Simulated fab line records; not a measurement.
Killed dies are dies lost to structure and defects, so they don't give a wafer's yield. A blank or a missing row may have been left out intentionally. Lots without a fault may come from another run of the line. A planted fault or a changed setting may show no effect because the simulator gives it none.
Which tool did it? -- flow nand_harc -- 24 lots, 72 wafers sampled, at 6 steps of a route of 1302

## WHAT EACH GAUGE READ, for each wafer
NHARC_P_M1_INSPECT_27. Usual: 307 for raw_defect_count, sd 120.
lot,measured,on,raw_defect_count,flag
L074,day 6 09:32,defect_inspect-01,314 256 418,
L075,day 6 20:10,defect_inspect-01,208 240 180,
L076,day 7 08:55,defect_inspect-01,370 504 652,
L077,day 7 11:47,defect_inspect-02,201 162 150,
L079,day 8 10:52,defect_inspect-01,237 226 306,
L078,day 8 13:01,defect_inspect-02,300 145 171,
L080,day 9 08:04,defect_inspect-02,434 528 530,
L081,day 9 16:31,defect_inspect-02,581 382 398,
L082,day 9 17:16,defect_inspect-02,245 309 276,
L083,day 10 03:38,defect_inspect-02,323 601 414,
L084,day 10 12:26,defect_inspect-02,352 307 550,
L086,day 11 02:44,defect_inspect-02,287 251 378,
L085,day 11 08:55,defect_inspect-02,418 584 345,
L087,day 12 00:49,defect_inspect-01,155 197 339,
L089,day 12 10:28,defect_inspect-01,259 172 160,
L088,day 12 12:26,defect_inspect-01,163 161 177,
L090,day 13 07:35,defect_inspect-01,272 312 208,
L091,day 13 09:06,defect_inspect-02,577 250 273,
L092,day 13 20:11,defect_inspect-02,223 366 248,
L093,day 14 04:02,defect_inspect-01,326 187 196,
L094,day 15 00:41,defect_inspect-02,235 193 302,
L095,day 15 02:27,defect_inspect-01,224 350 313,
L096,day 15 16:56,defect_inspect-02,172 194 315,
L097,day 16 02:08,defect_inspect-01,289 279 272,

NHARC_P_M2_THK_MEAS_24: measures by xrf. Usual: 144.6 nm for thk_nm, sd 1.5.
lot,measured,on,thk_nm (nm),flag
L074,day 6 13:32,film_metro-01,145.1 147.7 147.0,
L075,day 7 00:56,film_metro-01,146.0 145.8 145.8,
L076,day 7 12:50,film_metro-01,145.0 145.6 143.9,
L077,day 7 15:41,film_metro-01,142.9 145.9 146.1,
L079,day 8 15:37,film_metro-01,146.3 147.1 148.7,
L078,day 8 17:00,film_metro-02,142.1 141.9 145.4,
L080,day 9 11:56,film_metro-01,144.2 139.9 146.1,
L081,day 9 20:23,film_metro-02,142.7 145.7 146.2,
L082,day 9 21:08,film_metro-01,142.3 143.9 143.5,
L083,day 10 07:46,film_metro-01,144.5 145.9 142.8,
L084,day 10 16:27,film_metro-02,145.0 144.2 141.9,
L086,day 11 07:06,film_metro-01,143.9 145.5 144.2,
L085,day 11 12:56,film_metro-01,143.0 144.2 146.0,
L087,day 12 04:53,film_metro-01,146.4 146.2 145.1,
L089,day 12 14:41,film_metro-02,142.2 142.9 141.9,
L088,day 12 16:17,film_metro-02,142.1 143.6 141.0,
L090,day 13 11:40,film_metro-01,145.4 145.6 144.6,
L091,day 13 13:06,film_metro-01,144.1 144.3 145.4,
L092,day 14 00:40,film_metro-01,143.5 143.0 145.9,
L093,day 14 08:01,film_metro-02,142.4 142.4 144.7,
L094,day 15 05:06,film_metro-02,145.6 143.2 144.5,
L095,day 15 06:34,film_metro-01,146.0 146.3 143.0,
L096,day 15 21:07,film_metro-02,144.0 143.9 145.4,
L097,day 16 06:08,film_metro-02,145.0 145.5 143.7,

NHARC_P_BONDPAD_OVL_MEAS_38. Usual: overlay_x_nm -2 nm, standard deviation 4.6; overlay_y_nm 1 nm, standard deviation 5.8.
lot,measured,on,overlay_x_nm (nm),overlay_y_nm (nm),flag
L074,day 6 15:32,overlay-02,-4 -4 -4,-2 -3 -2,
L075,day 7 02:59,overlay-01,1 0 0,0 0 0,
L076,day 7 14:53,overlay-01,-8 -8 -8,12 12 11,
L077,day 7 17:44,overlay-01,-9 -9 -9,-7 -8 -7,
L079,day 8 17:31,overlay-01,7 8 8,-9 -10 -9,
L078,day 8 19:03,overlay-02,-4 -4 -4,9 8 8,
L080,day 9 13:49,overlay-01,0 1 1,-4 -4 -4,
L081,day 9 22:17,overlay-01,-2 -2 -2,0 0 0,
L082,day 9 23:10,overlay-02,-8 -8 -9,1 2 2,
L083,day 10 09:47,overlay-01,3 2 3,0 -1 -1,
L084,day 10 18:28,overlay-01,-3 -3 -2,-6 -5 -6,
L086,day 11 09:07,overlay-02,-1 -1 -1,1 1 1,
L085,day 11 14:57,overlay-02,-4 -4 -3,6 7 7,
L087,day 12 06:57,overlay-01,-4 -3 -3,7 8 7,
L089,day 12 16:44,overlay-01,-6 -5 -6,-6 -5 -5,
L088,day 12 18:10,overlay-02,-5 -5 -6,10 10 10,
L090,day 13 13:43,overlay-02,-5 -5 -5,6 6 5,
L091,day 13 15:10,overlay-02,2 2 1,2 2 2,
L092,day 14 02:42,overlay-02,6 6 6,-2 -1 -1,
L093,day 14 10:07,overlay-01,-1 -2 -2,6 5 6,
L094,day 15 07:02,overlay-01,6 5 6,-4 -5 -5,
L095,day 15 08:36,overlay-02,-1 -1 -2,6 6 5,
L096,day 15 23:08,overlay-01,-9 -9 -9,-2 -3 -3,
L097,day 16 08:09,overlay-01,2 2 2,7 6 7,

NHARC_P_BONDPAD_CD_MEAS_13. Usual: 499.3 nm for cd_nm, sd 2.3.
lot,measured,on,cd_nm (nm),flag
L074,day 6 15:58,cd_sem-02,498.1 501.4 499.7,
L075,day 7 03:25,cd_sem-01,497.3 501.7 499.5,
L076,day 7 15:20,cd_sem-03,502.9 500.8 499.0,
L077,day 7 18:10,cd_sem-01,498.8 500.2 500.8,
L079,day 8 17:56,cd_sem-03,499.2 497.6 500.0,
L078,day 8 19:29,cd_sem-01,502.2 499.6 498.9,
L080,day 9 14:15,cd_sem-02,499.9 498.6 501.0,
L081,day 9 22:44,cd_sem-02,501.1 500.0 499.1,
L082,day 9 23:37,cd_sem-01,499.2 501.3 499.3,
L083,day 10 10:14,cd_sem-03,499.3 499.3 498.9,
L084,day 10 18:58,cd_sem-02,500.0 498.3 504.6,
L086,day 11 09:34,cd_sem-02,494.1 493.5 497.6,
L085,day 11 15:23,cd_sem-02,497.0 497.2 493.7,
L087,day 12 07:26,cd_sem-01,498.7 500.1 497.2,
L089,day 12 17:11,cd_sem-01,501.9 500.2 501.7,
L088,day 12 18:36,cd_sem-03,497.7 499.1 500.1,
L090,day 13 14:08,cd_sem-02,500.2 500.7 504.2,
L091,day 13 15:37,cd_sem-03,499.6 498.7 499.3,
L092,day 14 03:09,cd_sem-02,494.6 498.1 499.1,
L093,day 14 10:34,cd_sem-01,500.3 499.3 498.0,
L094,day 15 07:28,cd_sem-02,503.2 500.2 502.1,
L095,day 15 09:02,cd_sem-03,496.8 499.0 500.7,
L096,day 15 23:35,cd_sem-01,501.9 498.4 500.0,
L097,day 16 08:35,cd_sem-03,496.9 499.0 497.7,

## WHICH TOOL RAN EACH LOT (tool, then ch and the chambers of the sampled wafers, then the start)
lot,NHARC_P_M0_DESCUM_14,NHARC_P_M0_ETCH_34
L074,"rie_diel-13 ch 1,2, day 6 02:56","rie_diel-13 ch 0,3, day 6 03:01"
L075,"rie_diel-12 ch 0,2,3, day 6 13:25","rie_diel-12 ch 0,2,3, day 6 13:31"
L076,"rie_diel-12 ch 0,1,2, day 7 01:52","rie_diel-12 ch 0,1,2, day 7 01:58"
L077,"rie_diel-13 ch 0,1,3, day 7 05:02","rie_diel-13 ch 0,2, day 7 05:08"
L079,"rie_diel-12 ch 0,1,2, day 8 04:17","rie_diel-12 ch 0,1,2, day 8 04:22"
L078,"rie_diel-13 ch 1,3, day 8 06:07","rie_diel-13 ch 2,3, day 8 06:13"
L080,"rie_diel-10 ch 0,3, day 8 22:16","rie_diel-10 ch 0,1,2, day 8 22:22"
L081,"rie_diel-12 ch 0,1,3, day 9 09:50","rie_diel-12 ch 1,2,3, day 9 09:55"
L082,"rie_diel-12 ch 1,2,3, day 9 10:39","rie_diel-12 ch 0,2,3, day 9 10:44"
L083,"rie_diel-13 ch 1,2,3, day 9 20:54","rie_diel-13 ch 0,1, day 9 20:58"
L084,"rie_diel-12 ch 0,2,3, day 10 05:46","rie_diel-12 ch 0,2, day 10 05:50"
L086,"rie_diel-12 ch 0,2,3, day 10 20:04","rie_diel-12 ch 0,2,3, day 10 20:09"
L085,"rie_diel-12 ch 0,2,3, day 11 01:59","rie_diel-12 ch 0,1, day 11 02:04"
L087,"rie_diel-12 ch 0,3, day 11 18:07","rie_diel-12 ch 0,2,3, day 11 18:13"
L089,"rie_diel-10 ch 2,3, day 12 02:50","rie_diel-10 ch 0,2,3, day 12 02:56"
L088,"rie_diel-10 ch 0,3, day 12 04:53","rie_diel-10 ch 0,3, day 12 04:57"
L090,"rie_diel-10 ch 0,2,3, day 13 00:58","rie_diel-10 ch 1,2, day 13 01:03"
L091,"rie_diel-10 ch 1,3, day 13 02:28","rie_diel-10 ch 0,1,3, day 13 02:32"
L092,"rie_diel-10 ch 0,1,3, day 13 13:35","rie_diel-10 ch 1,2,3, day 13 13:40"
L093,"rie_diel-12 ch 0,3, day 13 21:23","rie_diel-12 ch 2,3, day 13 21:29"
L094,"rie_diel-12 ch 0,2,3, day 14 17:23","rie_diel-12 ch 1,2,3, day 14 17:28"
L095,"rie_diel-12 ch 0,1,3, day 14 19:47","rie_diel-12 ch 1,2,3, day 14 19:50"
L096,"rie_diel-12 ch 0,1, day 15 10:22","rie_diel-12 ch 0,3, day 15 10:28"
L097,"rie_diel-12 ch 0,1,3, day 15 19:20","rie_diel-12 ch 0,3, day 15 19:25"
- NHARC_P_M0_DESCUM_14: chemistry O2, time 3 s.
- NHARC_P_M0_ETCH_34: etches the open film in N2/H2, target depth 40 nm, overetch 12 nm, time 43.94 s.

## AS READ BY THE TOOLS THEMSELVES (means over the sampled wafers that have a number; for cases with no such wafer, the mark the record gives instead)
NHARC_P_M0_DESCUM_14. Usual: chamber_pressure_mTorr 60.00 mTorr, standard deviation 0.052; drypump_motor_current_A 5.8 A, standard deviation 0.44; oes_product_au 0.997 a.u., standard deviation 0.0085; rf_vpp_V 57.5 V, standard deviation 0.84; showerhead_plenum_p_Torr 1.86 Torr, standard deviation 0.056; throttle_valve_pct 11.310 %, standard deviation 0.0096.
lot,tool,chamber_pressure_mTorr (mTorr),drypump_motor_current_A (A),oes_product_au (a.u.),rf_vpp_V (V),showerhead_plenum_p_Torr (Torr),throttle_valve_pct (%),flag
L074,rie_diel-13,59.92,6.0,0.992,57.3,1.81,11.321,
L075,rie_diel-12,60.02,5.7,0.989,56.7,1.87,11.306,
L076,rie_diel-12,60.05,5.7,0.997,58.2,1.86,11.312,
L077,rie_diel-13,59.99,5.6,0.999,58.4,1.87,11.314,
L079,rie_diel-12,60.01,5.7,1.000,57.0,1.86,11.320,
L078,rie_diel-13,59.97,5.5,0.991,57.4,1.85,11.318,
L080,rie_diel-10,59.99,5.9,0.996,57.7,1.88,11.317,
L081,rie_diel-12,60.00,6.1,0.989,57.3,1.84,11.308,
L082,rie_diel-12,60.03,6.0,1.004,57.8,1.89,11.313,
L083,rie_diel-13,59.99,5.8,0.995,57.6,1.82,11.310,
L084,rie_diel-12,60.01,5.7,0.995,57.9,1.87,11.314,
L086,rie_diel-12,60.01,5.7,0.995,57.6,1.87,11.304,
L085,rie_diel-12,59.97,5.7,0.990,57.6,1.87,11.311,
L087,rie_diel-12,59.99,5.9,0.995,57.2,1.82,11.303,
L089,rie_diel-10,60.06,5.8,0.995,57.7,1.82,11.310,
L088,rie_diel-10,59.91,5.9,0.994,57.4,1.87,11.304,
L090,rie_diel-10,60.03,5.6,1.001,57.5,1.84,11.313,
L091,rie_diel-10,59.99,5.7,0.992,57.8,1.90,11.315,
L092,rie_diel-10,59.99,5.7,1.003,57.8,1.90,11.312,
L093,rie_diel-12,60.01,5.9,0.992,57.7,1.82,11.304,
L094,rie_diel-12,59.93,5.7,1.003,56.8,1.87,11.308,
L095,rie_diel-12,59.98,6.1,0.992,57.4,1.84,11.309,
L096,rie_diel-12,59.97,5.9,1.004,57.9,1.80,11.303,
L097,rie_diel-12,60.02,6.1,0.999,57.8,1.84,11.315,

NHARC_P_M0_ETCH_34. Usual: chamber_pressure_mTorr 30.005 mTorr, standard deviation 0.027; drypump_motor_current_A 5.8 A, standard deviation 0.45; oes_product_au 0.999 a.u., standard deviation 0.0093; rf_vpp_V 428.9 V, standard deviation 1.8; showerhead_plenum_p_Torr 1.99 Torr, standard deviation 0.061; throttle_valve_pct 14.171 %, standard deviation 0.0081.
lot,tool,chamber_pressure_mTorr (mTorr),drypump_motor_current_A (A),oes_product_au (a.u.),rf_vpp_V (V),showerhead_plenum_p_Torr (Torr),throttle_valve_pct (%),flag
L074,rie_diel-13,29.989,5.7,1.000,429.4,2.03,14.160,
L075,rie_diel-12,30.009,5.7,0.997,429.5,2.00,14.169,
L076,rie_diel-12,30.006,5.7,0.997,429.3,1.98,14.173,
L077,rie_diel-13,30.009,5.9,1.003,429.3,2.00,14.177,
L079,rie_diel-12,30.013,5.7,1.004,428.6,1.98,14.176,
L078,rie_diel-13,29.999,5.9,0.989,426.8,1.93,14.172,
L080,rie_diel-10,30.019,5.5,1.004,430.3,2.00,14.174,
L081,rie_diel-12,29.998,6.0,0.994,429.8,2.02,14.167,
L082,rie_diel-12,29.997,5.7,0.999,429.1,2.00,14.169,
L083,rie_diel-13,29.985,5.6,0.987,428.2,1.97,14.171,
L084,rie_diel-12,30.001,5.3,1.002,429.7,2.00,14.166,
L086,rie_diel-12,29.983,5.7,1.001,429.1,1.99,14.167,
L085,rie_diel-12,30.009,5.9,0.997,427.6,1.92,14.178,
L087,rie_diel-12,29.997,5.7,0.999,428.6,1.99,14.170,
L089,rie_diel-10,30.011,5.6,1.006,428.6,1.96,14.163,
L088,rie_diel-10,30.008,5.7,1.009,430.5,2.02,14.174,
L090,rie_diel-10,29.986,5.4,0.991,429.4,2.00,14.170,
L091,rie_diel-10,30.011,5.7,1.003,428.9,2.02,14.174,
L092,rie_diel-10,30.012,5.6,0.997,427.7,1.97,14.171,
L093,rie_diel-12,29.988,6.0,1.006,430.9,2.03,14.173,
L094,rie_diel-12,30.045,6.0,0.999,430.0,2.01,14.170,
L095,rie_diel-12,30.006,6.0,1.005,429.6,2.01,14.173,
L096,rie_diel-12,29.984,6.1,1.004,428.8,1.98,14.175,
L097,rie_diel-12,29.990,5.9,1.003,427.6,1.93,14.179,

## THE ANSWER, worked out from the rows above alone
Rule: a lot counts as off when the mean over its wafers that have a number is more than 3 standard deviations away from the usual mean. A lot without any number at a reading at which 4 lots or more have one is off too. Where the step has rows for the other lots, those lots are counted as sound. Order of review: gauges by route order, followed by the tools' own readings, for which a lot's mean as printed above is used. At the first step where some lot is off, the reading lying furthest off is the one used; lots without a number count as furthest.
No lot is off at any reading shown: from this, nothing can be told.

## WHAT WAS PUT IN BY THE SIMULATOR
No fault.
